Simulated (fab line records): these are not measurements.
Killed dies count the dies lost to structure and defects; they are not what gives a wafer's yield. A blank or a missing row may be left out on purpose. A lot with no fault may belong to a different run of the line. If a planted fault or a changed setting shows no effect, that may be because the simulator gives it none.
Matching of chambers	flow n5-finfet	rie-diel-04 running N5_DUMMY_GATE_ETCH_29: 4 sister chambers
The step etches underlayer in N2/H2, target depth 13 nm. 8 wafers are shown with their chamber, then 12 later ones without.

== WAFERS WITH THEIR CHAMBER ==
wafer	chamber	drypump-motor-current-A (A)	throttle-valve-pct (%)
L080.3	2	5.84	17.19
L086.5	3	5.47	18.21
L089.1	0	5.83	18.23
L089.3	1	6.24	17.91
L089.4	2	5.86	17.21
L091.1	1	6.24	17.94
L091.2	3	5.47	18.22
L091.3	0	5.83	18.25

== WAFERS WITHOUT THEIR CHAMBER ==
wafer	drypump-motor-current-A (A)	throttle-valve-pct (%)
L092.2	6.27	17.95
L092.3	5.44	18.21
L092.6	5.46	18.21
L093.1	5.46	18.23
L093.2	6.26	17.96
L093.6	5.82	18.26
L094.1	5.82	17.22
L094.2	6.27	17.96
L094.6	5.82	18.26
L097.4	6.27	17.95
L097.5	6.26	17.96
L097.6	5.86	18.27

== THE CHAMBER EACH PASSED THROUGH ==
wafer	from the rows above	in truth
L092.2	1	1
L092.3	3	3
L092.6	3	3
L093.1	3	3
L093.2	1	1
L093.6	0	0
L094.1	2	2
L094.2	1	1
L094.6	0	0
L097.4	1	1
L097.5	1	1
L097.6	0	0
Placed correctly: 12 of 12. Left unplaced by these rows: 0. Placed wrongly: 0.
How it was worked out, from the rows above alone: a wafer's distance from a chamber is the root of the sum, over the readings, of the square of ((its reading less the chamber's mean) divided by the reading's scatter). If the next closest chamber is less than 2 further off than the closest, the wafer can't be placed; otherwise it belongs to the closest. Each chamber's mean is taken over the wafers shown for it. The scatter: the root of (the sum of the squares of (reading less its chamber's mean) over the shown wafers, divided by (wafers less chambers)).
